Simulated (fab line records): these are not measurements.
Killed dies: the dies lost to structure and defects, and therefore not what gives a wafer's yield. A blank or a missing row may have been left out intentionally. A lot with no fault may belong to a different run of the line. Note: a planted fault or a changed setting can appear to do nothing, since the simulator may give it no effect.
A struck lot beside a sound one	flow n5-finfet	16 steps out of a route of 1938
Sound: wafers L271.2, L271.4, L271.5. Struck: wafer L283.6 (L283.3, L283.4, from the same lot, were not struck and are left out); the cause is given at the end.
At each step with rows: each side's tool, then ch and its chambers, then its first start. Under that, the readings that differ: sound wafers	struck wafers	difference of the means	sigmas: that difference in standard deviations of wafers without a fault.
alike: readings with means less than 2 such deviations apart, plus words and numbers identical on both sides. not compared: withheld readings, readings lacking a value on some wafer, bounds such as >300 that could conceal the same value, and numbers that have no deviation in the record and whose values overlap.
A row with sigmas, a row that says differs or no value, or rows on one side alone: a step with any of these is where the two part. Numbers that don't overlap but have no deviation are shown without sigmas and don't part them. A reading missing from all wafers of one side parts the sides only when that side holds two or more wafers.

first, 7 steps without rows for these wafers: N5_BEOL_M0_SAQP_COAT_87 (time 60 s, resist thk 5 nm); N5_BEOL_M0_SAQP_COAT_34 (resist thk 30 nm); N5_BEOL_M0_SAQP_EBR_36; N5_BEOL_M0_SAQP_SOFTBAKE_35 (time 60 s); N5_BEOL_M0_SAQP_EXPOSE_37 (exposes mask M0 CUT1, target cd 30 nm); N5_BEOL_M0_SAQP_PEB_38 (peb time 60 s); N5_BEOL_M0_SAQP_DEVELOP_39 (develop time 30 s).
N5_BEOL_M0_SAQP_CD_MEAS_40: the cd target is 30 nm.
  sound on cd-sem-01 ch 0, day 5 19:02; struck on cd-sem-03 ch 0, day 8 17:31
  alike: cd-nm
N5_BEOL_M0_SAQP_OVL_MEAS_41:
  sound on overlay-01 ch 0, day 5 19:04; struck on overlay-02 ch 0, day 8 17:33
  alike: M0_CUT1_OVL
N5_BEOL_M0_SAQP_INSPECT_42: inspects for defects (brightfield).
  sound: defect-inspect-02 at day 5 19:07; struck: defect-inspect-02 at day 8 17:36
  alike: raw-defect-count
N5_BEOL_M0_SAQP_DESCUM_45: chemistry O2, time 7 s.
  sound on rie-diel-03 ch 0,3, day 5 19:10; struck on rie-diel-03 ch 2, day 8 17:38
  alike: drypump-motor-current-A, oes-product-au, rf-vpp-V, showerhead-plenum-p-Torr, throttle-valve-pct
  not compared: rf-hours-counter-h
N5_BEOL_M0_SAQP_ETCH_88: etches underlayer in N2/H2, target depth 6.5 nm, time 5.2 s.
  sound on rie-diel-03 ch 0,3, day 5 19:11; struck on rie-diel-03 ch 2, day 8 17:40
reading	sound	struck	difference	sigmas
n2-flow-sccm (sccm)	199.2 200.8 199.3	201.1	+1.3	+2
  alike: drypump-motor-current-A, etch-rf-on-time-s, oes-product-au, rf-vpp-V, showerhead-plenum-p-Torr, throttle-valve-pct
  not compared: rf-hours-counter-h
N5_BEOL_M0_SAQP_ETCH_73: etches SiARC in CF4, target depth 19.5 nm, time 32.5 s.
  sound on rie-diel-03 ch 0,3, day 5 19:13; struck on rie-diel-03 ch 2, day 8 17:41
reading	sound	struck	difference	sigmas
cf4-flow-sccm (sccm)	100.0 99.6 99.7	129.8	+30.0	+99 or more
throttle-valve-pct (%)	15.62 15.26 15.25	16.91	+1.53	+5
  alike: drypump-motor-current-A, etch-rf-on-time-s, oes-product-au, rf-vpp-V, showerhead-plenum-p-Torr
  not compared: rf-hours-counter-h
N5_BEOL_M0_SAQP_CUT_ETCH_46: etches SOC in N2/H2, target depth 135 nm, overetch 27 nm, time 202.5 s.
  sound on rie-diel-03 ch 0,3, day 5 19:14; struck on rie-diel-03 ch 2, day 8 17:43
  alike: drypump-motor-current-A, n2-flow-sccm, rf-vpp-V, showerhead-plenum-p-Torr, throttle-valve-pct
  not compared: rf-hours-counter-h
-- the record jumps here: 3 days lie between the struck wafers' starts before and after (it left off in module BEOL_M0_SAQP and takes up again in module BEOL_M4, whose first step shown is number 1111 of the route) --
N5_BEOL_M4_RC_MEAS_101:
  sound on prober-01 ch 0, day 7 17:47; struck on prober-02 ch 0, day 11 10:21
reading	sound	struck	difference	sigmas
IOFF_P (nA/um)	0.31 0.26 0.28	0.21	-0.07	-2
VT_P (mV)	-240 -245 -244	-251	-8	-2
  alike: DIBL_N, DIBL_P, IOFF_N, ION_N, ION_P, SS_N, SS_P, VT_N
N5_PASSIVATION_PROBE_49:
  sound wafers here have rows in the record (prober-02, day 12 09:44); struck ones have none

## WHERE THEY PART
Earliest at N5_BEOL_M0_SAQP_ETCH_88; latest, in this record, at N5_PASSIVATION_PROBE_49.

WHY: what had been put in by the simulator
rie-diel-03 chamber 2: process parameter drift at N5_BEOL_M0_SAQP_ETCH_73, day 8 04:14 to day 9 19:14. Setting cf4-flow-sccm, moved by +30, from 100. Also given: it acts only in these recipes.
